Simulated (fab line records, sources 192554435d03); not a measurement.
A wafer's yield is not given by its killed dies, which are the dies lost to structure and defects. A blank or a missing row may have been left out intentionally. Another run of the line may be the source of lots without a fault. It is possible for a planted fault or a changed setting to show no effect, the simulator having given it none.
A struck lot beside a sound one ; flow n5-finfet ; 16 out of 1938 route steps
Sound: the wafers L585.1, L585.3, L585.5. Wafers L587.1, L587.2, L587.3 were the ones struck. The cause is named last.
Order at every step that has rows: each side's tool, ch and its chambers, its first start. Under that, the readings that differ: sound wafers ; struck wafers ; difference of the means ; sigmas: that difference in standard deviations of wafers without a fault.
alike: words and numbers the same on both sides, and readings whose means are apart by under 2 such deviations; not compared: readings that were withheld, readings missing a value for some wafer, numbers with overlapping values and no deviation given by the record, and bounds like >300 which may hide the same value.
Wherever a step has rows on one side only, a row that says differs or no value, or a row with sigmas, the two part there. When numbers do not overlap yet have no deviation, they are printed without sigmas and do not part them. A reading that every wafer of one side lacks parts them only if that side has two wafers or more.

first, 4 steps without rows for these wafers: N5_BEOL_M3_SOFTBAKE_23 (time 60 s); N5_BEOL_M3_EXPOSE_25 (exposes mask V2, defocus 5 nm); N5_BEOL_M3_PEB_26 (peb time 60 s); N5_BEOL_M3_DEVELOP_27 (develop time 30 s).
N5_BEOL_M3_CD_MEAS_28: target cd 25.7 nm, target cd y 23.3 nm.
  sound on cd-sem-01 ch 0, day 8 06:12; struck on cd-sem-02 ch 0, day 8 09:04
  alike: cd-nm
N5_BEOL_M3_OVL_MEAS_29:
  sound on overlay-01 ch 0, day 8 06:14; struck on overlay-02 ch 0, day 8 09:05
  alike: V2_OVL
N5_BEOL_M3_INSPECT_30: inspects for defects (brightfield).
  sound on defect-inspect-01, day 8 06:17; struck on defect-inspect-01, day 8 09:09
reading;sound;struck;difference;sigmas
raw-defect-count;286 360 326;585 399 588;+200;+2
N5_BEOL_M3_DESCUM_33: chemistry O2, time 7 s.
  sound on rie-diel-01 ch 1,3, day 8 06:19; struck on rie-diel-06 ch 0,1,2, day 8 09:11
  alike: drypump-motor-current-A, oes-product-au, rf-vpp-V, showerhead-plenum-p-Torr, temp-c, throttle-valve-pct
  not compared: rf-hours-counter-h
N5_BEOL_M3_ETCH_77: etches underlayer in N2/H2, target depth 6.5 nm, time 5.2 s.
  sound on rie-diel-01 ch 1,3, day 8 06:21; struck on rie-diel-06 ch 0,1,2, day 8 09:13
  alike: bias-w, drypump-motor-current-A, etch-rf-on-time-s, oes-product-au, rf-fwd-power-W, rf-vpp-V, showerhead-plenum-p-Torr, throttle-valve-pct
  not compared: rf-hours-counter-h
N5_BEOL_M3_ETCH_69: etches SiARC in CF4, target depth 15.6 nm, time 26 s.
  sound on rie-diel-01 ch 1,3, day 8 06:22; struck on rie-diel-06 ch 0,1,2, day 8 09:14
reading;sound;struck;difference;sigmas
mfc-ar-sccm (sccm);99.6 100.0 99.5;100.6 100.1 100.6;+0.7;+2
  alike: bias-w, drypump-motor-current-A, etch-rf-on-time-s, oes-product-au, rf-fwd-power-W, rf-vpp-V, showerhead-plenum-p-Torr, throttle-valve-pct
  not compared: rf-hours-counter-h
N5_BEOL_M3_ALD_98: deposits SiO2, target thk 2.5 nm, pulse time 1 s, co reactant pulse time 1 s.
  sound on ald-sin-02 ch 0,1, day 8 06:52; struck on ald-sin-04 ch 1,2,3, day 8 11:00
  alike: heater-power-w, precursor-pulse-height-rel
N5_BEOL_M3_ETCHBACK_99: etches SiO2 in CHF3, target depth 5 nm, time 10.4 s.
  sound on rie-diel-02 ch 0,2,3, day 8 16:13; struck on rie-diel-02 ch 0,1,2, day 8 17:11
  alike: bias-w, drypump-motor-current-A, mfc-ar-sccm, oes-product-au, rf-vpp-V, showerhead-plenum-p-Torr, throttle-valve-pct
  not compared: rf-hours-counter-h
N5_BEOL_M3_ETCH_70: etches SOC in N2/H2, target depth 80 nm, overetch 16 nm, time 120 s.
  sound on rie-diel-02 ch 0,2,3, day 8 16:14; struck on rie-diel-02 ch 0,1,2, day 8 17:13
reading;sound;struck;difference;sigmas
rf-fwd-power-W (W);839.9 835.3 832.8;637.6 639.2 636.2;-198.3;-71
rf-vpp-V (V);517 528 520;566 578 577;+52;+16
model.SiARC_of_BEOL_M3_COAT_68.thk-nm (nm);6.4 6.4 6.4;7.2 7.2 7.4;+0.9;
  alike: bias-w, drypump-motor-current-A, oes-product-au, showerhead-plenum-p-Torr, temp-c, throttle-valve-pct
  not compared: rf-hours-counter-h
then, 1 step without rows for these wafers: N5_BEOL_M3_STRIP_71 (strips in N2/H2).
N5_BEOL_M4_RC_MEAS_101:
  sound on prober-01 ch 0, day 9 11:16; struck on prober-01 ch 0, day 9 17:19
reading;sound;struck;difference;sigmas
ION_P (uA/um);482 467 464;444 460 442;-22;-2
VT_P (mV);-249 -248 -251;-258 -257 -257;-8;-2
  alike: DIBL_N, DIBL_P, IOFF_N, IOFF_P, ION_N, SS_N, SS_P, VT_N
-- the record jumps here: 5 days lie between the struck wafers' starts before and after (it left off in module BEOL_M4 and takes up again in module PASSIVATION, whose first step shown is number 1936 of the route) --
N5_PASSIVATION_PROBE_49:
  sound on prober-02, day 13 16:11; struck on prober-01, day 14 05:32
reading;sound;struck;difference;sigmas
killed-open;79 93 76;57 58 58;-25;-2
  alike: defect-limited-yield, killed_at_M0_to_M3, killed_at_M4_up, killed-at-contacts, killed-at-front-end, killed-at-other, killed-dies, killed-short, sort_bin_5_function, sort_bin_6_memory, sort-n-pass, sort-yield-pct

WHERE THEY PART
Earliest at N5_BEOL_M3_INSPECT_30; latest, in this record, at N5_PASSIVATION_PROBE_49.

WHY: what had been put in by the simulator
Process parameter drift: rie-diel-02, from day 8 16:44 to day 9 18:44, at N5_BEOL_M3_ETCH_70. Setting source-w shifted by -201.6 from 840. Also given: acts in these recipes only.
